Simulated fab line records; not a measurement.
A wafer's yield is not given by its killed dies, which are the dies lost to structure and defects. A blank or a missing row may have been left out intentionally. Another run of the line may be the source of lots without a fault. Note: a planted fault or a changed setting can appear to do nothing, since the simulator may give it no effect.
fab line records | flow n5-finfet | part 1 of 2: steps 1 to 22 of 32
[record] lots = 5 wafers = 15 last-day = 18
route steps=1938 shown WELL_APT@49 PMOS_HMC_CHANNEL_EPI@57
lots untouched by any fault: they come from a run of this same line in which no faults occurred
start-h: the number of hours between the record's first day and the start of the first shown wafer of the lot | wait-h: time in hours since the lot's previous step | " unchanged from the row above | L1.1+2: several wafers, shown together as one row | - no value present, or no start provided | * or withheld: withheld | < > ~ a bound
route shown NAME@n: NAME is a module with steps in the file, n the number in the route of the first one | usual: mean/standard deviation of fault-free wafers | same: alike in all rows | chamber/n: place in a boat | sites: readings site by site | _std_site: the values' standard deviation | _edge_site: mean of outer sites minus mean of inner sites | radius-mm: for every site, how far away it sits from the centre of the wafer | mask NAME#n: copy n | behind: the tool/chamber that last shaped the wafer | hold: the reason the lot was held/the length of the hold in hours/how it ended | device: the n, p or np transistor that did not switch | end of line: the same wafers' tests at the end of the route | for a step that has no rows: nothing shown but its recipe | killed: dies that structure and defects cost at the first sort, which is not the same as the wafer's yield | map: shows each die of a wafer: x if killed, . if not, _ if none is there
set.NAME: the run value of the setting; set.NAME@STEP: its run value at that earlier step | model.NAME: the simulator's own value behind a step, which no gauge read
lots at selected steps of the route; one table per step, one row per wafer
services: from which hour (start-h, from the record's first day; less than 0 if before it) a tool's chamber was out of use, for how many hours, and why
[[steps]]
[step N5_WELL_APT_STRIP_33]
[recipe] chemistry = SPM time-s = 900 temp-c = 130 h2so4-h2o2-vol-ratio = 4 dry = ipa-marangoni
[same] time-s = 900
// columns lot.wafer tool chamber start-h wait-h
L075.2+4+6 wet-bench-05 7,3,4 21.84 0.2
L084.1+2+5 wet-bench-04 0,2,7 75.36 0.2
L088.2+5+6 wet-bench-04 2,3,5 99.70 0.1
L092.4+5+6 wet-bench-05 3,4,6 131.95 0.1
L094.1+2+4 wet-bench-05 2,0,1 136.01 0.2
[step N5_WELL_APT_RTA_34]
[recipe] temp-c = 1000 time-s = 10 ambient = N2 idle-temp-c = 600 ramp-up-c-per-s = 150 ramp-down-c-per-s = 60 cool-to-c = 600
[usual] lamp-power-pct = 13.01/0.057 wafer_temp_C_max = 1003.7/0.99
[same] time-s = 10
// columns lot.wafer tool chamber start-h wait-h lamp-power-pct wafer_temp_C_max
L075.2 rtp-anneal-02 0 22.14 0.0 12.95 1003.8
L075.4 " 0 " " 13.09 1003.4
L075.6 " 0 " " 13.08 1003.2
L084.1 rtp-anneal-02 0 75.64 0.0 12.99 1003.0
L084.2 " 0 " " 13.01 1003.2
L084.5 " 0 " " 13.05 1002.3
L088.2 rtp-anneal-02 0 99.99 0.0 12.91 1002.7
L088.5 " 0 " " 12.92 1002.7
L088.6 " 0 " " 13.10 1004.0
L092.4 rtp-anneal-01 0 132.54 0.1 13.03 1006.2
L092.5 " 0 " " 13.01 1002.6
L092.6 " 0 " " 12.94 1005.0
L094.1 rtp-anneal-02 0 136.54 0.0 13.01 1003.6
L094.2 " 0 " " 13.02 1003.3
L094.4 " 0 " " 12.96 1003.8
[step N5_WELL_APT_OXIDE_STRIP_42]
[recipe] chemistry = dHF dilution = 25:1 time-s = 45 temp-c = 25 target = SiO2 target-depth-a = 120
[same] time-s = 45
// columns lot.wafer tool chamber start-h wait-h
L075.2+4+6 wet-bench-01 0,6,4 22.26 0.1
L084.1+2+5 wet-bench-05 4,2,6 75.78 0.1
L088.2+5+6 wet-bench-05 0,5,1 100.12 0.1
L092.4+5+6 wet-bench-04 1,6,2 132.62 0.1
L094.1+2+4 wet-bench-04 0,1,2 136.69 0.1
[step N5_WELL_APT_PRECLEAN_36]
[recipe] chemistry = O3/DIW time-s = 45 temp-c = 22 o3-ppm = 10
[same] time-s = 45
// columns lot.wafer tool chamber start-h wait-h
L075.2+4+6 wet-bench-01 0,6,4 22.28 0.0
L084.1+2+5 wet-bench-05 4,2,6 75.80 0.0
L088.2+5+6 wet-bench-05 0,5,1 100.13 0.0
L092.4+5+6 wet-bench-04 1,6,2 132.64 0.0
L094.1+2+4 wet-bench-04 0,1,2 136.70 0.0
[step N5_WELL_APT_PRECLEAN_39]
[recipe] chemistry = dHF time-s = 60 dilution = 150:1 temp-c = 25
[same] time-s = 60
// columns lot.wafer tool chamber start-h wait-h
L075.2+4+6 wet-bench-01 0,6,4 22.29 0.0
L084.1+2+5 wet-bench-05 4,2,6 75.81 0.0
L088.2+5+6 wet-bench-05 0,5,1 100.15 0.0
L092.4+5+6 wet-bench-04 1,6,2 132.65 0.0
L094.1+2+4 wet-bench-04 0,1,2 136.71 0.0
[step N5_WELL_APT_SRD_37]
[recipe] dry = ipa-marangoni do-ppb = 5 time-s = 30 temp-c = 23 rinse-liquid = diw
[usual] do-ppb = 5.00/0.05
[same] time-s = 30
// columns lot.wafer tool chamber start-h wait-h do-ppb
L075.2 wet-bench-01 0 22.31 0.0 5.05
L075.4 " 6 " " 5.00
L075.6 " 4 " " 5.08
L084.1 wet-bench-05 4 75.83 0.0 4.94
L084.2 " 2 " " 4.95
L084.5 " 6 " " 5.06
L088.2 wet-bench-05 0 100.16 0.0 4.93
L088.5 " 5 " " 5.00
L088.6 " 1 " " 4.90
L092.4 wet-bench-04 1 132.67 0.0 4.95
L092.5 " 6 " " 5.05
L092.6 " 2 " " 4.97
L094.1 wet-bench-04 0 136.73 0.0 5.04
L094.2 " 1 " " 4.99
L094.4 " 2 " " 5.04
[step N5_WELL_APT_EPI_41]
[recipe] material = Si target-thk-a = 500 temp-c = 650 precursor = SiH4/H2 pressure-torr = 20 time-s = 297.7
[usual] lamp-inner-pct = 15.7/0.7 susceptor_temp_C_max = 652.0/0.49 throttle-valve-pct = 11.1/0.49
[same] time-s = 297.7
// columns lot.wafer tool chamber start-h wait-h lamp-inner-pct susceptor_temp_C_max throttle-valve-pct
L075.2 epi-rpcvd-04 0 22.45 0.1 15.6 652.8 10.8
L075.4 " 0 " " 15.4 652.2 10.8
L075.6 " 0 " " 15.4 652.4 10.9
L084.1 epi-rpcvd-04 0 75.88 0.0 15.5 652.3 10.9
L084.2 " 0 " " 15.6 652.1 11.0
L084.5 " 0 " " 15.4 652.2 10.7
L088.2 epi-rpcvd-04 0 100.35 0.2 15.6 651.9 10.7
L088.5 " 0 " " 15.3 651.3 10.7
L088.6 " 0 " " 15.3 652.1 10.9
L092.4 epi-rpcvd-03 0 133.12 0.4 16.3 652.1 11.6
L092.5 " 0 " " 16.2 651.8 11.4
L092.6 " 0 " " 16.2 652.4 11.5
L094.1 epi-rpcvd-04 0 136.78 0.0 15.5 652.6 10.7
L094.2 " 0 " " 15.3 653.2 10.8
L094.4 " 0 " " 15.3 652.5 10.9
[step N5_WELL_APT_INSPECT_38]
[recipe] inspect-instrument = darkfield mode = post-epi
[usual] raw-defect-count = 13/5.1
// columns lot.wafer tool chamber start-h wait-h raw-defect-count
L075.2 defect-inspect-02 - 23.01 0.5 14
L075.4 " - " " 10
L075.6 " - " " 16
L084.1 defect-inspect-01 - 76.51 0.5 14
L084.2 " - " " 8
L084.5 " - " " 15
L088.2 defect-inspect-02 - 101.05 0.6 16
L088.5 " - " " 6
L088.6 " - " " 10
L092.4 defect-inspect-02 - 133.56 0.3 12
L092.5 " - " " 7
L092.6 " - " " 9
L094.1 defect-inspect-02 - 137.42 0.5 3
L094.2 " - " " 19
L094.4 " - " " 13
[step N5_PMOS_HMC_CHANNEL_EPI_HM_DEP_34]
[recipe] material = SiO2 target-thk-a = 360 temp-c = 400 precursor = TEOS/O2 pressure-torr = 6.5 rf-w = 900 teos-flow-sccm = 161.4 gas = O2 flow-sccm = 2650 time-s = 6.9
[usual] heater-power-w = 584/120 showerhead-plenum-p-Torr = 8.346/0.03 throttle-valve-pct = 18.8/0.74
[same] time-s = 6.9
// columns lot.wafer tool chamber start-h wait-h heater-power-w showerhead-plenum-p-Torr throttle-valve-pct
L075.2 pecvd-02 1 23.05 0.0 712 8.375 19.5
L075.4 " 1 " " 713 8.390 19.5
L075.6 " 1 " " 700 8.377 19.6
L084.1 pecvd-04 1 76.55 0.0 548 8.299 18.9
L084.2 " 2 " " 382 8.390 18.6
L084.5 " 0 " " 662 8.360 19.0
L088.2 pecvd-04 2 101.08 0.0 467 8.386 18.5
L088.5 " 1 " " 493 8.304 18.6
L088.6 " 2 " " 473 8.388 18.4
L092.4 pecvd-01 2 133.60 0.0 580 8.319 18.5
L092.5 " 1 " " 442 8.351 18.0
L092.6 " 0 " " 597 8.324 18.7
L094.1 pecvd-02 2 137.45 0.0 617 8.336 17.6
L094.2 " 0 " " 509 8.352 19.9
L094.4 " 0 " " 503 8.304 19.4
[step N5_PMOS_HMC_CHANNEL_EPI_COAT_31]
[recipe] resist = BARC temp-c = 205 time-s = 60 spin-rpm = 1500 resist-thk-nm = 66
[usual] dispense-pressure-kPa = 52/3.6
[same] time-s = 60
// columns lot.wafer tool chamber start-h wait-h dispense-pressure-kPa
L075.2 litho-track-01 0 23.12 0.1 55
L075.4 " 0 " " 55
L075.6 " 0 " " 55
L084.1 litho-track-02 0 76.60 0.0 50
L084.2 " 0 " " 50
L084.5 " 0 " " 50
L088.2 litho-track-02 0 101.14 0.0 50
L088.5 " 0 " " 50
L088.6 " 0 " " 50
L092.4 litho-track-01 0 133.65 0.0 55
L092.5 " 0 " " 55
L092.6 " 0 " " 55
L094.1 litho-track-01 0 137.51 0.0 55
L094.2 " 0 " " 55
L094.4 " 0 " " 55
[step N5_PMOS_HMC_CHANNEL_EPI_COAT_03]
[recipe] resist = CAR-ArF-block spin-rpm = 1500 resist-thk-nm = 205
[usual] dispense-pressure-kPa = 52/3.6
// columns lot.wafer tool chamber start-h wait-h dispense-pressure-kPa
L075.2 litho-track-01 0 - - 55
L075.4 " 0 " " 55
L075.6 " 0 " " 55
L084.1 litho-track-02 0 - - 50
L084.2 " 0 " " 50
L084.5 " 0 " " 50
L088.2 litho-track-02 0 - - 50
L088.5 " 0 " " 50
L088.6 " 0 " " 50
L092.4 litho-track-01 0 - - 55
L092.5 " 0 " " 55
L092.6 " 0 " " 55
L094.1 litho-track-01 0 - - 55
L094.2 " 0 " " 55
L094.4 " 0 " " 55
[step N5_PMOS_HMC_CHANNEL_EPI_EBR_05]
[recipe] solvent = PGMEA ebr-width-mm = 1.5
// columns lot.wafer tool chamber start-h wait-h
L075.2+4+6 litho-track-01 0 - -
L084.1+2+5 litho-track-02 0 - -
L088.2+5+6 litho-track-02 0 - -
L092.4+5+6 litho-track-01 0 - -
L094.1+2+4 litho-track-01 0 - -
[step N5_PMOS_HMC_CHANNEL_EPI_SOFTBAKE_04]
[recipe] temp-c = 110 time-s = 60 resist = CAR-ArF-block
[same] time-s = 60
// columns lot.wafer tool chamber start-h wait-h
L075.2+4+6 litho-track-01 0 - -
L084.1+2+5 litho-track-02 0 - -
L088.2+5+6 litho-track-02 0 - -
L092.4+5+6 litho-track-01 0 - -
L094.1+2+4 litho-track-01 0 - -
[step N5_PMOS_HMC_CHANNEL_EPI_EXPOSE_06]
[recipe] mask-id = PMOS_HMC_BLK na = 1.35 source-shape = conventional sigma-outer = 0.8 polarization = unpolarized target-cd-nm = 240 dose-mj = 41
// columns lot.wafer tool chamber start-h wait-h mask
L075.2+4+6 arfi-scanner-03 0 23.35 - PMOS_HMC_BLK#0
L084.1+2+5 arfi-scanner-02 0 76.70 - PMOS_HMC_BLK#0
L088.2+5+6 arfi-scanner-03 0 101.25 - PMOS_HMC_BLK#0
L092.4+5+6 arfi-scanner-01 0 133.89 - PMOS_HMC_BLK#0
L094.1+2+4 arfi-scanner-01 0 137.61 - PMOS_HMC_BLK#0
[step N5_PMOS_HMC_CHANNEL_EPI_PEB_07]
[recipe] peb-temp-c = 110 peb-time-s = 60 resist = CAR-ArF-block
// columns lot.wafer tool chamber start-h wait-h
L075.2+4+6 litho-track-01 0 23.40 0.0
L084.1+2+5 litho-track-01 0 76.76 0.1
L088.2+5+6 litho-track-03 0 101.30 0.0
L092.4+5+6 litho-track-01 0 133.93 0.0
L094.1+2+4 litho-track-01 0 137.67 0.1
[step N5_PMOS_HMC_CHANNEL_EPI_DEVELOP_08]
[recipe] develop-time-s = 30 developer = TMAH resist = CAR-ArF-block dev-temp-c = 23 rinse-liquid = diw dry = air-spin
// columns lot.wafer tool chamber start-h wait-h
L075.2+4+6 litho-track-01 0 - -
L084.1+2+5 litho-track-01 0 - -
L088.2+5+6 litho-track-03 0 - -
L092.4+5+6 litho-track-01 0 - -
L094.1+2+4 litho-track-01 0 - -
[step N5_PMOS_HMC_CHANNEL_EPI_CD_MEAS_09]
[recipe] target-cd-nm = 237.4 landing-energy-ev = 500 detector = se-inlens
[usual] cd-nm = 237.5/1.1
// columns lot.wafer tool chamber start-h wait-h cd-nm
L075.2 cd-sem-02 0 23.46 - 237.9
L075.4 " 0 " " 237.0
L075.6 " 0 " " 238.0
L084.1 cd-sem-03 0 76.83 - 237.0
L084.2 " 0 " " 237.9
L084.5 " 0 " " 236.3
L088.2 cd-sem-03 0 101.37 - 237.0
L088.5 " 0 " " 237.7
L088.6 " 0 " " 238.5
L092.4 cd-sem-02 0 134.00 - 237.6
L092.5 " 0 " " 235.1
L092.6 " 0 " " 235.4
L094.1 cd-sem-03 0 137.73 - 237.0
L094.2 " 0 " " 238.7
L094.4 " 0 " " 237.7
[step N5_PMOS_HMC_CHANNEL_EPI_OVL_MEAS_10]
[recipe] points-per-wafer = 44
[usual] PMOS_HMC_BLK_OVL = -0.3/0.74
// columns lot.wafer tool chamber start-h wait-h PMOS_HMC_BLK_OVL[nm]
L075.2 overlay-01 0 23.49 0.0 -0.7
L075.4 " 0 " " -0.9
L075.6 " 0 " " -0.2
L084.1 overlay-02 0 76.86 0.0 -0.3
L084.2 " 0 " " -0.2
L084.5 " 0 " " 0.2
L088.2 overlay-01 0 101.39 0.0 -1.0
L088.5 " 0 " " -0.6
L088.6 " 0 " " -1.1
L092.4 overlay-01 0 134.03 0.0 0.5
L092.5 " 0 " " -0.2
L092.6 " 0 " " -0.1
L094.1 overlay-02 0 137.76 0.0 -0.4
L094.2 " 0 " " -0.4
L094.4 " 0 " " -0.1
[step N5_PMOS_HMC_CHANNEL_EPI_INSPECT_11]
[recipe] mode = adi inspect-instrument = macro
[usual] raw-defect-count = 2.1/1.6
// columns lot.wafer tool chamber start-h wait-h raw-defect-count
L075.2 defect-inspect-02 - 23.52 0.0 2
L075.4 " - " " 1
L075.6 " - " " 1
L084.1 defect-inspect-02 - 76.88 0.0 1
L084.2 " - " " 0
L084.5 " - " " 2
L088.2 defect-inspect-01 - 101.42 0.0 1
L088.5 " - " " 2
L088.6 " - " " 1
L092.4 defect-inspect-01 - 134.05 0.0 5
L092.5 " - " " 1
L092.6 " - " " 2
L094.1 defect-inspect-01 - 137.79 0.0 1
L094.2 " - " " 1
L094.4 " - " " 5
[step N5_PMOS_HMC_CHANNEL_EPI_DESCUM_14]
[recipe] chemistry = O2 time-s = 7.9 source-power-w = 50 bias-power-w = 20 pressure-mtorr = 20 rf-frequency-hz = 2.712e+07 temp-c = 40 resist = CAR-ArF-block o2-flow-sccm = 225
[usual] chamber-pressure-mTorr = 19.999/0.018 drypump-motor-current-A = 5.7/0.57 oes-product-au = 0.76/0.074 rf-vpp-V = 243.3/1.2 showerhead-plenum-p-Torr = 2.11/0.063 throttle-valve-pct = 20.46/0.22
[same] time-s = 7.9
// columns lot.wafer tool chamber start-h wait-h chamber-pressure-mTorr drypump-motor-current-A oes-product-au rf-hours-counter-h rf-vpp-V showerhead-plenum-p-Torr throttle-valve-pct
L075.2 rie-diel-06 3 23.55 0.0 20.000 5.7 0.85 57 245.0 2.21 20.25
L075.4 " 2 " " 19.998 5.0 0.68 239 243.5 2.07 20.30
L075.6 " 3 " " 20.009 5.7 0.86 - 244.7 2.21 20.25
L084.1 rie-diel-01 0 76.92 0.0 20.041 5.2 0.79 123 242.4 2.10 20.70
L084.2 " 2 " " 20.010 6.0 0.83 58 243.0 2.10 20.24
L084.5 " 0 " " 20.016 5.2 0.78 - 243.2 2.10 20.70
L088.2 rie-diel-06 0 101.47 0.1 19.993 6.2 0.77 148 242.2 2.00 20.55
L088.5 " 0 " " 19.996 6.3 0.77 - 242.2 2.00 20.55
L088.6 " 1 " " 19.973 5.1 0.74 - 242.5 2.09 20.43
L092.4 rie-diel-01 0 134.08 0.0 20.002 5.2 0.77 138 243.7 2.10 20.72
L092.5 " 0 " " 20.011 5.2 0.78 - 244.0 2.10 20.73
L092.6 " 3 " " 20.001 5.9 0.76 - 241.2 2.02 20.68
L094.1 rie-diel-01 3 137.96 0.2 19.996 5.9 0.75 176 241.6 2.02 20.69
L094.2 " 1 " " 19.981 4.8 0.72 183 244.4 2.15 20.30
L094.4 " 2 " " 19.967 6.0 0.82 75 243.7 2.10 20.27
[step N5_PMOS_HMC_CHANNEL_EPI_ETCH_32]
[recipe] chemistry = N2/H2 target = BARC stop-on = SiO2 target-depth-a = 858 over-etch-frac = 0.3 time-s = 50.3 ion-energy-ev = 200 mask-material = CAR-ArF-block pressure-mtorr = 30 source-w = 840 bias-w = 150 n2-flow-sccm = 200 h2-flow-sccm = 200
[usual] chamber-pressure-mTorr = 29.998/0.029 drypump-motor-current-A = 5.7/0.57 oes-product-au = 0.66/0.058 rf-vpp-V = 524.5/2.4 showerhead-plenum-p-Torr = 2.56/0.078 throttle-valve-pct = 17.88/0.18
[same] time-s = 50.3
// columns lot.wafer tool chamber start-h wait-h chamber-pressure-mTorr drypump-motor-current-A oes-product-au rf-hours-counter-h rf-vpp-V showerhead-plenum-p-Torr throttle-valve-pct
L075.2 rie-diel-06 3 23.59 0.0 30.000 5.7 0.73 57 528.7 2.68 17.62
L075.4 " 2 " " 29.971 5.0 0.59 239 523.5 2.51 17.82
L075.6 " 3 " " 29.949 5.8 0.73 - 528.2 2.68 17.65
L084.1 rie-diel-01 0 76.95 0.0 30.018 5.2 0.67 123 523.1 2.55 18.09
L084.2 " 2 " " 29.970 6.0 0.71 58 526.1 2.57 17.77
L084.5 " 0 " " 30.013 5.2 0.67 - 522.9 2.55 18.09
L088.2 rie-diel-06 0 101.51 0.0 29.979 6.2 0.67 148 519.7 2.42 17.94
L088.5 " 0 " " 29.968 6.2 0.67 - 521.3 2.42 17.95
L088.6 " 1 " " 29.975 5.1 0.63 - 523.8 2.51 17.71
L092.4 rie-diel-01 0 134.12 0.0 30.007 5.2 0.66 138 524.9 2.55 18.12
L092.5 " 0 " " 29.989 5.2 0.66 - 522.2 2.55 18.12
L092.6 " 3 " " 30.003 5.9 0.65 - 519.6 2.45 18.09
L094.1 rie-diel-01 3 137.99 0.0 30.007 5.9 0.65 176 521.3 2.45 18.08
L094.2 " 1 " " 30.037 4.8 0.62 183 525.6 2.64 17.82
L094.4 " 2 " " 30.015 6.0 0.70 75 524.1 2.56 17.82
[step N5_PMOS_HMC_CHANNEL_EPI_HM_OPEN_15]
[recipe] chemistry = CHF3/O2 target = SiO2 mask-material = CAR-ArF-block target-depth-a = 406 CHF3_flow_sccm = 50 O2_flow_sccm = 5 Ar_flow_sccm = 200 time-s = 20.3 pressure-mtorr = 30 source-w = 650 bias-w = 170 ion-energy-ev = 200
[usual] chamber-pressure-mTorr = 29.994/0.029 drypump-motor-current-A = 5.7/0.57 oes-product-au = 0.77/0.073 rf-vpp-V = 522/12 showerhead-plenum-p-Torr = 2.43/0.068 throttle-valve-pct = 18.91/0.2
[same] time-s = 20.3
// columns lot.wafer tool chamber start-h wait-h chamber-pressure-mTorr drypump-motor-current-A oes-product-au rf-hours-counter-h rf-vpp-V showerhead-plenum-p-Torr throttle-valve-pct
L075.2 rie-diel-06 3 23.63 0.0 29.966 5.7 0.85 57 554 2.53 18.73
L075.4 " 2 " " 30.008 4.9 0.67 239 530 2.38 18.76
L075.6 " 3 " " 29.969 5.7 0.86 - 552 2.54 18.72
L084.1 rie-diel-01 0 76.99 0.0 29.989 5.2 0.80 123 515 2.43 19.21
L084.2 " 2 " " 29.957 6.0 0.84 58 513 2.46 18.92
L084.5 " 0 " " 29.999 5.2 0.79 - 515 2.43 19.20
L088.2 rie-diel-06 0 101.55 0.0 29.995 6.2 0.77 148 527 2.31 19.05
L088.5 " 0 " " 30.024 6.2 0.77 - 526 2.31 19.04
L088.6 " 1 " " 29.977 5.1 0.73 - 505 2.39 18.90
L092.4 rie-diel-01 0 134.16 0.0 29.952 5.2 0.78 138 517 2.42 19.23
L092.5 " 0 " " 30.004 5.2 0.78 - 514 2.42 19.23
L092.6 " 3 " " 29.999 5.9 0.75 - 512 2.30 18.96
L094.1 rie-diel-01 3 138.04 0.0 29.966 5.9 0.74 176 512 2.30 18.95
L094.2 " 1 " " 30.017 4.8 0.71 183 517 2.48 18.80
L094.4 " 2 " " 29.975 6.0 0.82 75 513 2.45 18.94
